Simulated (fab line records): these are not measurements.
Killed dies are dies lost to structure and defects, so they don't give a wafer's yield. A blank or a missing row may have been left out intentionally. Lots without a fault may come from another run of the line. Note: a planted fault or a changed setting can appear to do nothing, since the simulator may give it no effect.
Split-lot experiment    flow n5 finfet    on a route of 1938 steps: 7 lots, 21 wafers read

THE SPLIT
At N5_BEOL_M9_TRENCH_ETCH_37 (etches SiCOH lowk in C4F6/O2, target depth 151.43 nm, time 49 s), the setting bias w was moved away from the recipe's 185 W on 10 of the 21 wafers read, by -10.4% to +14.9%. All remaining wafers had this setting at the recipe value.

The reading is taken at the split's own step.

THE READING
rf vpp V, in V, at N5_BEOL_M9_TRENCH_ETCH_37 (etches SiCOH lowk in C4F6/O2, target depth 151.43 nm, time 49 s). On this fab line, fault-free wafers typically give 666 V with a standard deviation of 4.3 V.

wafer   tool, chamber at the split  bias w as run, W  against the recipe  rf vpp V, V  against lot-mates on the recipe
L075.1  rie diel-03, 2              210.6             +13.8%              732          +68
L075.4  rie diel-03, 1              185               recipe              664          -
L075.6  rie diel-03, 3              210.6             +13.8%              747          +83
L079.1  rie diel-04, 3              194.5             +5.1%               685          no lot-mate on the recipe
L079.2  rie diel-04, 0              194.5             +5.1%               695          no lot-mate on the recipe
L079.5  rie diel-04, 2              194.5             +5.1%               691          no lot-mate on the recipe
L084.3  rie diel-05, 0              212.6             +14.9%              741          +80
L084.4  rie diel-05, 3              212.6             +14.9%              746          +85
L084.6  rie diel-05, 1              185               recipe              661          -
L085.2  rie diel-05, 1              185               recipe              661          -
L085.5  rie diel-05, 2              185               recipe              672          -
L085.6  rie diel-05, 1              185               recipe              661          -
L086.2  rie diel-04, 1              185               recipe              667          -
L086.3  rie diel-04, 3              185               recipe              660          -
L086.5  rie diel-04, 2              185               recipe              664          -
L088.2  rie diel-05, 3              165.7             -10.4%              615          no lot-mate on the recipe
L088.3  rie diel-05, 2              165.7             -10.4%              616          no lot-mate on the recipe
L088.4  rie diel-05, 1              165.7             -10.4%              605          no lot-mate on the recipe
L090.2  rie diel-05, 1              185               recipe              661          -
L090.4  rie diel-05, 3              185               recipe              669          -
L090.6  rie diel-05, 3              185               recipe              670          -

FIT RESULTS
A straight line over all 21 wafers: rf vpp V changes by +5.23 V for each +1% of bias w; r = +0.99; the points scatter about the line by 4.9 V.
The same after taking each lot's own level away (the mean of its wafers on the recipe; 15 wafers): +5.5 V for each +1%; r = +0.99; scatter 4.6 V.
Per that fit: largest bias w move, reading shift of 82 V.
From 661.0 to 666.7 V: that is the span of the lots' own levels, equal to 1.3 times the standard deviation above.
The two slopes agree, so the slope changes little with the lot-to-lot level.
Check: +82.7 V against its lot-mates is what the line predicts for one of the wafers moved furthest among these (+14.9%) when that wafer is left out of the fit. It came out at +80 V against them.
Tool readings at the split's step, against how far the setting was moved: rf vpp V r = +0.99.

OTHER SPLITS ON THESE WAFERS
Note: prior to the reading, these wafers also went through further splits. Each is held against what the fit with the lots' levels taken away leaves over:
other split on the same wafers    wafers away from the commonest value  r with rf vpp V (lot level and that fit taken away)
N5_BEOL_M5_VIA_ETCH_34 bias w     8                                     +0.09
N5_BEOL_M5_TRENCH_ETCH_37 bias w  7                                     +0.10
N5_BEOL_M7_COAT_05 spin rpm       6                                     -0.04
N5_BEOL_M7_EXPOSE_25 dose mj      10                                    +0.24
N5_BEOL_M7_VIA_ETCH_34 source w   10                                    -0.33
N5_BEOL_M9_ETCH_65 bias w         9                                     +0.04

FILE'S OWN FIT
rf vpp V changes by +5.49 V for each +1% of bias w, r = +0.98.
